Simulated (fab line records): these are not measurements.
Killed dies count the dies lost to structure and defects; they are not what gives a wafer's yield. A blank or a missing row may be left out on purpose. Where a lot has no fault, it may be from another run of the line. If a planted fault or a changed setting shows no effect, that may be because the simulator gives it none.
fab line records -- flow n5_finfet -- part 1 of 2: steps 1 to 21 of 30
[record] lots = 5, wafers = 15, last_day = 18
route steps=1938 shown BEOL_M15@1828 PASS1_DEP@1831 MIM_BOT@1832 MIM_TOP@1834 MIM_TOP_LITHO@1839 MIM_TOP_ETCH@1851 MIM_BOT_LITHO@1854
lots untouched by any fault: they come from a run of this same line in which no faults occurred
start_h: hours from the record's first day to the start of the lot's first wafer shown -- wait_h: how many hours have passed since the lot's step before this one -- " repeats the value in the row above -- L1.1+2: a row that stands for several wafers -- - either no value or no given start -- * or withheld: withheld -- < > ~ a bound
route shown NAME@n: NAME is a module with steps in the file, n the number in the route of the first one -- usual: mean and standard deviation over wafers with no fault -- same: alike in all rows -- chamber/n: place in a boat -- sites: per-site readings -- _std_site: the values' standard deviation -- _edge_site: the outer-site mean with the inner-site mean subtracted -- radius_mm: how far each site lies from the wafer's centre -- mask NAME#n: copy n -- behind: the last tool/chamber to shape the wafer -- hold: why the lot was held/for how many hours/how that ended -- device: whichever transistor did not switch (one of n, p or np) -- end of line: tests run on the same wafers once the route is complete -- step lacking rows: just its recipe -- killed: count of dies lost to structure and defects at first sort (not the wafer's yield) -- map: shows each die of a wafer: x if killed, . if not, _ if none is there
set.NAME: the setting as run; set.NAME@STEP: as run at that earlier step -- model.NAME: the simulator's own value behind a step, which no gauge read
lots seen at some steps along the route; tables by step, rows by wafer
services: from which hour (start_h, from the record's first day; less than 0 if before it) a tool's chamber was out of use, for how many hours, and why
[[steps]]
[step N5_BEOL_M15_RS_MEAS_54]
[recipe] thk_meas_gauge = four-point-probe, reads = Cu_of_BEOL_M15_ECD_47+Ta_of_BEOL_M15_SPUTTER_44+TaN_of_BEOL_M15_SPUTTER_43
[usual] M15_RS = 0.0217/0.0005
lot.wafer,tool,chamber,start_h,wait_h,M15_RS[ohm/sq]
L081.3,film_metro-01,-,306.75,0.1,0.0216
L081.5,film_metro-01,-,306.75,0.1,0.0215
L081.6,film_metro-01,-,306.75,0.1,0.0211
L079.2,film_metro-02,-,310.56,0.1,0.0217
L079.3,film_metro-02,-,310.56,0.1,0.0206
L079.4,film_metro-02,-,310.56,0.1,0.0212
L080.2,film_metro-02,-,311.56,0.1,0.0218
L080.4,film_metro-02,-,311.56,0.1,0.0222
L080.6,film_metro-02,-,311.56,0.1,0.0214
L092.3,film_metro-02,-,379.78,0.1,0.0216
L092.4,film_metro-02,-,379.78,0.1,0.0201
L092.6,film_metro-02,-,379.78,0.1,0.0201
L095.1,film_metro-02,-,406.17,0.0,0.0220
L095.3,film_metro-02,-,406.17,0.0,0.0214
L095.4,film_metro-02,-,406.17,0.0,0.0205
[step N5_BEOL_M15_INSPECT_55]
[recipe] inspect_instrument = darkfield, mode = post_dep
[usual] raw_defect_count = 73/23
lot.wafer,tool,chamber,start_h,wait_h,raw_defect_count
L081.3,defect_inspect-01,-,306.77,0.0,68
L081.5,defect_inspect-01,-,306.77,0.0,65
L081.6,defect_inspect-01,-,306.77,0.0,95
L079.2,defect_inspect-02,-,310.59,0.0,49
L079.3,defect_inspect-02,-,310.59,0.0,73
L079.4,defect_inspect-02,-,310.59,0.0,72
L080.2,defect_inspect-01,-,311.58,0.0,72
L080.4,defect_inspect-01,-,311.58,0.0,68
L080.6,defect_inspect-01,-,311.58,0.0,131
L092.3,defect_inspect-02,-,379.80,0.0,137
L092.4,defect_inspect-02,-,379.80,0.0,129
L092.6,defect_inspect-02,-,379.80,0.0,91
L095.1,defect_inspect-01,-,406.20,0.0,48
L095.3,defect_inspect-01,-,406.20,0.0,66
L095.4,defect_inspect-01,-,406.20,0.0,83
[step N5_BEOL_M15_RC_MEAS_101]
[usual] COMB_M10 = 1.55e-11/2.8e-12, COMB_M11 = 1.48e-11/2.8e-12, COMB_M12 = 7.1e-12/1.3e-12, COMB_M13 = 5.4e-12/9.1e-13, COMB_M14 = 4.2e-12/7.4e-13, COMB_M14_max_site = 5.9e-12/1.2e-12, COMB_M15 = 3.1e-12/6.6e-13, COMB_M5 = 3.8e-11/7.8e-12, COMB_M6 = 2.5e-11/5.6e-12, COMB_M7 = 2.6e-11/5.1e-12, COMB_M8 = 2.6e-11/5.2e-12, COMB_M9 = 1.5e-11/3e-12, SERP_M10 = 3.09/0.11, SERP_M11 = 3.05/0.11, SERP_M12 = 0.640/0.021, SERP_M12_max_site = 0.653/0.023, SERP_M13 = 0.309/0.0084, SERP_M13_max_site = 0.312/0.0085, SERP_M14 = 0.164/0.0062, SERP_M5 = 39.2/2.4, SERP_M6 = 13.6/0.63, SERP_M7 = 14.2/0.75, SERP_M8 = 14.2/0.72, SERP_M9 = 3.07/0.12
lot.wafer,tool,chamber,start_h,wait_h,COMB_M10[S/m],COMB_M11[S/m],COMB_M12[S/m],COMB_M13[S/m],COMB_M14[S/m],COMB_M14_max_site[S/m],COMB_M15[S/m],COMB_M5[S/m],COMB_M6[S/m],COMB_M7[S/m],COMB_M8[S/m],COMB_M9[S/m],SERP_M10[ohm/um],SERP_M11[ohm/um],SERP_M12[ohm/um],SERP_M12_max_site[ohm/um],SERP_M13[ohm/um],SERP_M13_max_site[ohm/um],SERP_M14[ohm/um],SERP_M5[ohm/um],SERP_M6[ohm/um],SERP_M7[ohm/um],SERP_M8[ohm/um],SERP_M9[ohm/um]
L081.3,prober-01,0,307.11,0.3,1.34e-11,1.46e-11,7.7e-12,4e-12,3.4e-12,5.3e-12,2.6e-12,3.3e-11,1.8e-11,1.9e-11,3.2e-11,1.6e-11,3.15,3.01,0.647,0.663,0.305,0.310,0.163,42.3,13.8,14.0,14.9,3.08
L081.5,prober-01,0,307.11,0.3,1.3e-11,1.82e-11,5.5e-12,4.6e-12,4.2e-12,6.2e-12,2.9e-12,4.2e-11,1.9e-11,2.1e-11,2.8e-11,1.5e-11,3.13,3.05,0.650,0.658,0.302,0.305,0.167,39.1,13.9,14.1,14.9,3.13
L081.6,prober-01,0,307.11,0.3,1.56e-11,1.99e-11,5.9e-12,4.3e-12,3.4e-12,5.1e-12,2.7e-12,4.1e-11,1.8e-11,1.7e-11,2.5e-11,1.7e-11,3.11,3.02,0.642,0.650,0.315,0.320,0.167,43.8,14.0,12.6,15.3,2.97
L079.2,prober-01,0,310.77,0.2,1.2e-11,1.71e-11,6.3e-12,3.7e-12,4.7e-12,6.3e-12,3.3e-12,4.3e-11,2.1e-11,2.4e-11,2.1e-11,1.8e-11,3.22,2.95,0.602,0.609,0.311,0.314,0.161,44.3,13.4,15.8,14.4,3.18
L079.3,prober-01,0,310.77,0.2,1.66e-11,2.49e-11,8.7e-12,5.6e-12,4.6e-12,7.1e-12,2.7e-12,3.3e-11,2.3e-11,1.9e-11,2.1e-11,1.6e-11,3.27,3.15,0.662,0.671,0.291,0.292,0.173,40.7,13.8,14.5,13.8,2.94
L079.4,prober-01,0,310.77,0.2,1.35e-11,2.6e-11,7.3e-12,5.5e-12,4e-12,5e-12,4.3e-12,3e-11,2.7e-11,2.5e-11,2.8e-11,1.5e-11,3.17,3.12,0.631,0.640,0.305,0.308,0.167,42.2,13.5,14.4,14.3,3.23
L080.2,prober-02,0,311.76,0.2,1.22e-11,1.16e-11,6.8e-12,3.9e-12,4.3e-12,6e-12,2.8e-12,4.2e-11,2.3e-11,2.3e-11,2.9e-11,1.7e-11,3.01,3.00,0.593,0.604,0.310,0.313,0.166,35.9,13.2,14.5,14.5,2.99
L080.4,prober-02,0,311.76,0.2,1.61e-11,1.01e-11,6.9e-12,4.3e-12,3.7e-12,4.5e-12,2.6e-12,4.8e-11,2.1e-11,2.3e-11,2.7e-11,1.5e-11,3.05,3.14,0.650,0.667,0.314,0.318,0.167,40.8,12.8,14.0,14.2,3.07
L080.6,prober-02,0,311.76,0.2,1.52e-11,1.62e-11,7.1e-12,5.1e-12,3.8e-12,5.5e-12,2.3e-12,4.3e-11,2.1e-11,2.6e-11,2.4e-11,1.7e-11,2.88,3.21,0.601,0.605,0.316,0.319,0.160,34.6,13.0,14.5,14.7,2.93
L092.3,prober-02,0,380.14,0.3,1.63e-11,1.6e-11,5.6e-12,6.3e-12,4.1e-12,6.4e-12,3.8e-12,3.7e-11,1.7e-11,2.9e-11,2.7e-11,1e-11,3.14,2.97,0.664,0.691,0.298,0.303,0.160,39.1,14.1,14.1,14.1,3.01
L092.4,prober-02,0,380.14,0.3,9.9e-12,1.36e-11,7.3e-12,5.8e-12,5.2e-12,6.6e-12,3.5e-12,4.3e-11,2.3e-11,2.3e-11,2e-11,1.4e-11,3.06,3.07,0.647,0.664,0.317,0.323,0.161,37.5,13.6,13.0,14.1,3.00
L092.6,prober-02,0,380.14,0.3,1.79e-11,1.44e-11,8e-12,5.3e-12,6.6e-12,6.9e-12,3.4e-12,4.2e-11,1.7e-11,2.2e-11,2.5e-11,1e-11,3.10,3.17,0.677,0.686,0.332,0.335,0.170,37.4,13.1,14.9,13.5,3.20
L095.1,prober-02,0,406.22,0.0,1.18e-11,1.51e-11,7.6e-12,5.6e-12,3.9e-12,5.9e-12,2.9e-12,3.1e-11,2.7e-11,1.7e-11,2.7e-11,1.6e-11,3.18,3.08,0.631,0.645,0.305,0.307,0.162,37.6,13.1,14.1,12.8,3.03
L095.3,prober-02,0,406.22,0.0,1.41e-11,1.83e-11,5.7e-12,4.1e-12,3.8e-12,5.7e-12,3.6e-12,3.3e-11,2.8e-11,1.9e-11,1.8e-11,1.4e-11,3.18,3.12,0.632,0.647,0.308,0.311,0.170,38.8,14.2,14.7,14.5,2.94
L095.4,prober-02,0,406.22,0.0,1.09e-11,1.27e-11,6.8e-12,6.8e-12,4e-12,5.8e-12,4e-12,2.7e-11,3.1e-11,1.4e-11,2.4e-11,1.8e-11,3.12,3.19,0.649,0.656,0.309,0.314,0.171,42.1,13.6,14.6,13.4,2.79
[step N5_PASSIVATION_PECVD_00]
[recipe] material = SiO2, target_thk_a = 2000, temp_c = 400, precursor = SiH4/N2O, pressure_torr = 2.7, rf_w = 608, time_s = 11.2
[usual] heater_power_w = 698/91, showerhead_plenum_p_Torr = 8.15/0.056, throttle_valve_pct = 50.5/2
[same] time_s = 11.2
lot.wafer,tool,chamber,start_h,wait_h,heater_power_w,showerhead_plenum_p_Torr,throttle_valve_pct
L081.3,pecvd-02,1,307.76,0.5,564,8.22,51.0
L081.5,pecvd-02,2,307.76,0.5,764,8.12,50.1
L081.6,pecvd-02,0,307.76,0.5,628,8.18,48.3
L079.2,pecvd-01,2,311.58,0.7,590,8.27,51.5
L079.3,pecvd-01,0,311.58,0.7,522,8.18,51.6
L079.4,pecvd-01,0,311.58,0.7,534,8.15,51.3
L080.2,pecvd-02,2,312.57,0.7,646,8.13,50.1
L080.4,pecvd-02,0,312.57,0.7,769,8.19,48.5
L080.6,pecvd-02,2,312.57,0.7,681,8.13,50.1
L092.3,pecvd-04,1,380.79,0.5,665,8.07,52.4
L092.4,pecvd-04,1,380.79,0.5,654,8.04,52.5
L092.6,pecvd-04,2,380.79,0.5,745,8.14,47.4
L095.1,pecvd-02,0,407.18,0.8,768,8.20,48.6
L095.3,pecvd-02,2,407.18,0.8,833,8.11,51.0
L095.4,pecvd-02,0,407.18,0.8,632,8.19,48.7
[step N5_MIM_BOT_DEGAS_01]
[recipe] ambient = vacuum, temp_c = 300, time_s = 60
[usual] heater_power_w = 476/56
[same] time_s = 60
lot.wafer,tool,chamber,start_h,wait_h,heater_power_w
L081.3,pvd_sputter-01,-,308.85,1.1,466
L081.5,pvd_sputter-01,-,308.85,1.1,427
L081.6,pvd_sputter-01,-,308.85,1.1,472
L079.2,pvd_sputter-02,-,313.06,1.5,547
L079.3,pvd_sputter-02,-,313.06,1.5,457
L079.4,pvd_sputter-02,-,313.06,1.5,547
L080.2,pvd_sputter-02,-,313.36,0.8,543
L080.4,pvd_sputter-02,-,313.36,0.8,419
L080.6,pvd_sputter-02,-,313.36,0.8,563
L092.3,pvd_sputter-01,-,382.78,2.0,458
L092.4,pvd_sputter-01,-,382.78,2.0,424
L092.6,pvd_sputter-01,-,382.78,2.0,512
L095.1,pvd_sputter-03,-,409.42,2.2,419
L095.3,pvd_sputter-03,-,409.42,2.2,446
L095.4,pvd_sputter-03,-,409.42,2.2,525
[step N5_MIM_BOT_SPUTTER_00]
[recipe] material = TiN, target_thk_a = 350, temp_c = 200, power_w = 3000, chamber_pressure_pa = 0.49996, gas = Ar, reactive_partial_pa = 0.37997, time_s = 89.7
[usual] chamber_pressure_pa = 0.4999/0.001, throttle_valve_pct = 29.8/0.91
[same] time_s = 89.7
lot.wafer,tool,chamber,start_h,wait_h,chamber_pressure_pa,throttle_valve_pct
L081.3,pvd_sputter-01,-,308.89,0.0,0.5022,29.9
L081.5,pvd_sputter-01,-,308.89,0.0,0.4989,30.4
L081.6,pvd_sputter-01,-,308.89,0.0,0.4998,30.1
L079.2,pvd_sputter-02,-,313.10,0.0,0.4982,30.3
L079.3,pvd_sputter-02,-,313.10,0.0,0.4991,27.6
L079.4,pvd_sputter-02,-,313.10,0.0,0.5000,29.0
L080.2,pvd_sputter-02,-,313.40,0.0,0.4985,29.8
L080.4,pvd_sputter-02,-,313.40,0.0,0.4997,30.5
L080.6,pvd_sputter-02,-,313.40,0.0,0.4999,28.9
L092.3,pvd_sputter-01,-,382.82,0.0,0.4989,30.0
L092.4,pvd_sputter-01,-,382.82,0.0,0.5003,30.4
L092.6,pvd_sputter-01,-,382.82,0.0,0.4991,30.4
L095.1,pvd_sputter-03,-,409.46,0.0,0.5000,30.0
L095.3,pvd_sputter-03,-,409.46,0.0,0.5007,29.6
L095.4,pvd_sputter-03,-,409.46,0.0,0.5003,31.1
[step N5_MIM_TOP_ALD_00]
[recipe] material = Al2O3, target_thk_a = *, temp_c = withheld, ald_precursor_family = TMA, ald_co_reactant = O3, pulse_time_s = withheld, purge_time_s = 3, co_reactant_purge_time_s = withheld, co_reactant_pulse_time_s = 3, ald_cycles = withheld
[usual] precursor_pulse_height_rel = 1.001/0.019
lot.wafer,tool,chamber,start_h,wait_h,precursor_pulse_height_rel
L081.3,ald_hk-03,2,308.99,0.1,0.986
L081.5,ald_hk-03,3,308.99,0.1,0.995
L081.6,ald_hk-03,0,308.99,0.1,0.974
L079.2,ald_hk-01,2,313.21,0.1,1.022
L079.3,ald_hk-01,0,313.21,0.1,0.987
L079.4,ald_hk-01,1,313.21,0.1,0.981
L080.2,ald_hk-02,2,313.51,0.1,0.998
L080.4,ald_hk-02,3,313.51,0.1,0.994
L080.6,ald_hk-02,0,313.51,0.1,1.015
L092.3,ald_hk-02,0,382.92,0.1,0.998
L092.4,ald_hk-02,2,382.92,0.1,0.990
L092.6,ald_hk-02,3,382.92,0.1,0.996
L095.1,ald_hk-03,2,409.56,0.1,1.013
L095.3,ald_hk-03,0,409.56,0.1,0.961
L095.4,ald_hk-03,3,409.56,0.1,1.045
[step N5_MIM_TOP_ALD_01]
[recipe] material = HfO2, target_thk_a = 56, temp_c = withheld, ald_precursor_family = Hf-amide, ald_co_reactant = O3, pulse_time_s = 1, purge_time_s = 3, co_reactant_purge_time_s = 2, co_reactant_pulse_time_s = 3, ald_cycles = 62
[usual] precursor_pulse_height_rel = 0.999/0.02
lot.wafer,tool,chamber,start_h,wait_h,precursor_pulse_height_rel
L081.3,ald_hk-03,2,-,-,0.992
L081.5,ald_hk-03,3,-,-,0.998
L081.6,ald_hk-03,0,-,-,0.979
L079.2,ald_hk-01,2,-,-,1.005
L079.3,ald_hk-01,0,-,-,0.977
L079.4,ald_hk-01,1,-,-,0.989
L080.2,ald_hk-02,2,-,-,1.006
L080.4,ald_hk-02,3,-,-,1.019
L080.6,ald_hk-02,0,-,-,1.018
L092.3,ald_hk-02,0,-,-,0.993
L092.4,ald_hk-02,2,-,-,1.003
L092.6,ald_hk-02,3,-,-,1.005
L095.1,ald_hk-03,2,-,-,1.007
L095.3,ald_hk-03,0,-,-,1.015
L095.4,ald_hk-03,3,-,-,0.948
[step N5_MIM_TOP_ALD_02]
[recipe] material = Al2O3, target_thk_a = *, temp_c = withheld, ald_precursor_family = TMA, ald_co_reactant = O3, pulse_time_s = withheld, purge_time_s = 3, co_reactant_purge_time_s = withheld, co_reactant_pulse_time_s = 3, ald_cycles = withheld
[usual] precursor_pulse_height_rel = 1.000/0.02
lot.wafer,tool,chamber,start_h,wait_h,precursor_pulse_height_rel
L081.3,ald_hk-03,2,-,-,1.004
L081.5,ald_hk-03,3,-,-,1.023
L081.6,ald_hk-03,0,-,-,1.006
L079.2,ald_hk-01,2,-,-,1.006
L079.3,ald_hk-01,0,-,-,1.038
L079.4,ald_hk-01,1,-,-,0.995
L080.2,ald_hk-02,2,-,-,0.980
L080.4,ald_hk-02,3,-,-,1.007
L080.6,ald_hk-02,0,-,-,1.008
L092.3,ald_hk-02,0,-,-,0.986
L092.4,ald_hk-02,2,-,-,1.020
L092.6,ald_hk-02,3,-,-,0.999
L095.1,ald_hk-03,2,-,-,0.995
L095.3,ald_hk-03,0,-,-,0.992
L095.4,ald_hk-03,3,-,-,0.998
[step N5_MIM_TOP_DEGAS_04]
[recipe] ambient = vacuum, temp_c = 300, time_s = 60
[usual] heater_power_w = 478/56
[same] time_s = 60
lot.wafer,tool,chamber,start_h,wait_h,heater_power_w
L081.3,pvd_sputter-03,-,310.16,-,442
L081.5,pvd_sputter-03,-,310.16,-,413
L081.6,pvd_sputter-03,-,310.16,-,350
L079.2,pvd_sputter-02,-,314.70,-,556
L079.3,pvd_sputter-02,-,314.70,-,564
L079.4,pvd_sputter-02,-,314.70,-,432
L080.2,pvd_sputter-03,-,314.85,-,372
L080.4,pvd_sputter-03,-,314.85,-,408
L080.6,pvd_sputter-03,-,314.85,-,441
L092.3,pvd_sputter-02,-,383.53,-,549
L092.4,pvd_sputter-02,-,383.53,-,435
L092.6,pvd_sputter-02,-,383.53,-,452
L095.1,pvd_sputter-01,-,410.65,-,509
L095.3,pvd_sputter-01,-,410.65,-,459
L095.4,pvd_sputter-01,-,410.65,-,489
[step N5_MIM_TOP_SPUTTER_03]
[recipe] material = TiN, target_thk_a = 350, temp_c = 200, power_w = 3000, chamber_pressure_pa = 0.49996, gas = Ar, reactive_partial_pa = 0.37997, time_s = 89.7
[usual] chamber_pressure_pa = 0.4999/0.00097, throttle_valve_pct = 29.7/0.95
[same] time_s = 89.7
lot.wafer,tool,chamber,start_h,wait_h,chamber_pressure_pa,throttle_valve_pct
L081.3,pvd_sputter-03,-,310.20,0.0,0.4979,29.8
L081.5,pvd_sputter-03,-,310.20,0.0,0.5008,30.2
L081.6,pvd_sputter-03,-,310.20,0.0,0.4996,30.8
L079.2,pvd_sputter-02,-,314.74,0.0,0.4993,28.8
L079.3,pvd_sputter-02,-,314.74,0.0,0.5003,30.1
L079.4,pvd_sputter-02,-,314.74,0.0,0.5006,30.5
L080.2,pvd_sputter-03,-,314.89,0.0,0.4994,30.7
L080.4,pvd_sputter-03,-,314.89,0.0,0.4995,30.1
L080.6,pvd_sputter-03,-,314.89,0.0,0.5002,29.8
L092.3,pvd_sputter-02,-,383.57,0.0,0.4984,28.7
L092.4,pvd_sputter-02,-,383.57,0.0,0.5008,30.6
L092.6,pvd_sputter-02,-,383.57,0.0,0.4988,27.4
L095.1,pvd_sputter-01,-,410.69,0.0,0.4997,30.3
L095.3,pvd_sputter-01,-,410.69,0.0,0.5011,30.0
L095.4,pvd_sputter-01,-,410.69,0.0,0.4992,29.1
[step N5_MIM_TOP_LITHO_HMDS_01]
[recipe] time_s = 60, temp_c = 120
[same] time_s = 60
lot.wafer,tool,chamber,start_h,wait_h
L081.3+5+6,litho_track-02,0,310.31,0.1
L079.2+3+4,litho_track-04,0,314.87,0.1
L080.2+4+6,litho_track-03,0,314.99,0.1
L092.3+4+6,litho_track-03,0,383.68,0.1
L095.1+3+4,litho_track-02,0,410.80,0.1
[step N5_MIM_TOP_LITHO_COAT_02]
[recipe] spin_rpm = *, resist_thk_nm = *
[usual] dispense_pressure_kPa = 48/4.9, spin_speed_rpm = *
lot.wafer,tool,chamber,start_h,wait_h,dispense_pressure_kPa,spin_speed_rpm
L081.3,litho_track-02,0,-,-,46,*
L081.5,litho_track-02,0,-,-,46,*
L081.6,litho_track-02,0,-,-,46,*
L079.2,litho_track-04,0,-,-,43,*
L079.3,litho_track-04,0,-,-,43,*
L079.4,litho_track-04,0,-,-,43,*
L080.2,litho_track-03,0,-,-,55,*
L080.4,litho_track-03,0,-,-,55,*
L080.6,litho_track-03,0,-,-,55,*
L092.3,litho_track-03,0,-,-,55,*
L092.4,litho_track-03,0,-,-,55,*
L092.6,litho_track-03,0,-,-,55,*
L095.1,litho_track-02,0,-,-,46,*
L095.3,litho_track-02,0,-,-,46,*
L095.4,litho_track-02,0,-,-,46,*
[step N5_MIM_TOP_LITHO_EBR_04]
[recipe] solvent = PGMEA, ebr_width_mm = 1.5
lot.wafer,tool,chamber,start_h,wait_h
L081.3+5+6,litho_track-02,0,-,-
L079.2+3+4,litho_track-04,0,-,-
L080.2+4+6,litho_track-03,0,-,-
L092.3+4+6,litho_track-03,0,-,-
L095.1+3+4,litho_track-02,0,-,-
[step N5_MIM_TOP_LITHO_SOFTBAKE_03]
[recipe] temp_c = 100, time_s = 90
[same] time_s = 90
lot.wafer,tool,chamber,start_h,wait_h
L081.3+5+6,litho_track-02,0,-,-
L079.2+3+4,litho_track-04,0,-,-
L080.2+4+6,litho_track-03,0,-,-
L092.3+4+6,litho_track-03,0,-,-
L095.1+3+4,litho_track-02,0,-,-
[step N5_MIM_TOP_LITHO_EXPOSE_05]
[recipe] mask_id = MIM_TOP, na = 0.55, source_shape = conventional, sigma_outer = 0.8, polarization = unpolarized, target_cd_nm = 2000, dose_mj = 20.5
lot.wafer,tool,chamber,start_h,wait_h,mask
L081.3+5+6,krf_scanner-02,0,310.55,-,MIM_TOP#0
L079.2+3+4,krf_scanner-02,0,314.98,-,MIM_TOP#0
L080.2+4+6,krf_scanner-02,0,315.11,-,MIM_TOP#0
L092.3+4+6,krf_scanner-02,0,383.92,-,MIM_TOP#0
L095.1+3+4,krf_scanner-02,0,411.03,-,MIM_TOP#0
[step N5_MIM_TOP_LITHO_PEB_06]
[recipe] peb_temp_c = withheld, peb_time_s = *
lot.wafer,tool,chamber,start_h,wait_h
L081.3+5+6,litho_track-02,0,310.60,0.0
L079.2+3+4,litho_track-02,0,315.03,0.0
L080.2+4+6,litho_track-02,0,315.16,0.0
L092.3+4+6,litho_track-02,0,383.97,0.0
L095.1+3+4,litho_track-04,0,411.09,0.1
[step N5_MIM_TOP_LITHO_DEVELOP_07]
[recipe] develop_time_s = 60, rinse_liquid = diw, dry = air_spin, dev_temp_c = 21
[usual] developer_temp_C = 21.00/0.11
[same] develop_time_s = 60
lot.wafer,tool,chamber,start_h,wait_h,developer_temp_C
L081.3,litho_track-02,0,-,-,21.07
L081.5,litho_track-02,0,-,-,20.96
L081.6,litho_track-02,0,-,-,20.85
L079.2,litho_track-02,0,-,-,20.85
L079.3,litho_track-02,0,-,-,20.95
L079.4,litho_track-02,0,-,-,21.02
L080.2,litho_track-02,0,-,-,20.79
L080.4,litho_track-02,0,-,-,20.98
L080.6,litho_track-02,0,-,-,21.02
L092.3,litho_track-02,0,-,-,21.01
L092.4,litho_track-02,0,-,-,21.17
L092.6,litho_track-02,0,-,-,21.03
L095.1,litho_track-04,0,-,-,20.96
L095.3,litho_track-04,0,-,-,20.93
L095.4,litho_track-04,0,-,-,21.00
[step N5_MIM_TOP_LITHO_HARDBAKE_09]
[recipe] temp_c = 130, time_s = 120
[same] time_s = 120
lot.wafer,tool,chamber,start_h,wait_h
L081.3+5+6,litho_track-02,0,-,-
L079.2+3+4,litho_track-02,0,-,-
L080.2+4+6,litho_track-02,0,-,-
L092.3+4+6,litho_track-02,0,-,-
L095.1+3+4,litho_track-04,0,-,-
[step N5_MIM_TOP_LITHO_CD_MEAS_08]
[recipe] target_cd_nm = 2000, landing_energy_ev = 500, detector = se_inlens
[usual] cd_nm = 2000.7/2.6
lot.wafer,tool,chamber,start_h,wait_h,cd_nm
L081.3,cd_sem-01,0,310.72,-,2002.2
L081.5,cd_sem-01,0,310.72,-,1997.8
L081.6,cd_sem-01,0,310.72,-,1998.5
L079.2,cd_sem-02,0,315.15,-,2002.5
L079.3,cd_sem-02,0,315.15,-,1999.2
L079.4,cd_sem-02,0,315.15,-,1999.5
L080.2,cd_sem-02,0,315.28,-,1997.0
L080.4,cd_sem-02,0,315.28,-,2000.3
L080.6,cd_sem-02,0,315.28,-,1997.5
L092.3,cd_sem-03,0,384.09,-,1998.4
L092.4,cd_sem-03,0,384.09,-,1996.4
L092.6,cd_sem-03,0,384.09,-,2001.9
L095.1,cd_sem-01,0,411.21,-,2000.6
L095.3,cd_sem-01,0,411.21,-,2003.0
L095.4,cd_sem-01,0,411.21,-,2004.8
[step N5_MIM_TOP_LITHO_OVL_MEAS_11]
[recipe] points_per_wafer = 44
[usual] MIM_TOP_OVL = -1/5.7
lot.wafer,tool,chamber,start_h,wait_h,MIM_TOP_OVL[nm]
L081.3,overlay-01,0,310.75,0.0,6
L081.5,overlay-01,0,310.75,0.0,-2
L081.6,overlay-01,0,310.75,0.0,0
L079.2,overlay-02,0,315.18,0.0,-10
L079.3,overlay-02,0,315.18,0.0,-6
L079.4,overlay-02,0,315.18,0.0,-2
L080.2,overlay-02,0,315.31,0.0,-8
L080.4,overlay-02,0,315.31,0.0,-11
L080.6,overlay-02,0,315.31,0.0,-14
L092.3,overlay-02,0,384.12,0.0,-13
L092.4,overlay-02,0,384.12,0.0,-1
L092.6,overlay-02,0,384.12,0.0,-5
L095.1,overlay-01,0,411.24,0.0,-5
L095.3,overlay-01,0,411.24,0.0,-6
L095.4,overlay-01,0,411.24,0.0,-5
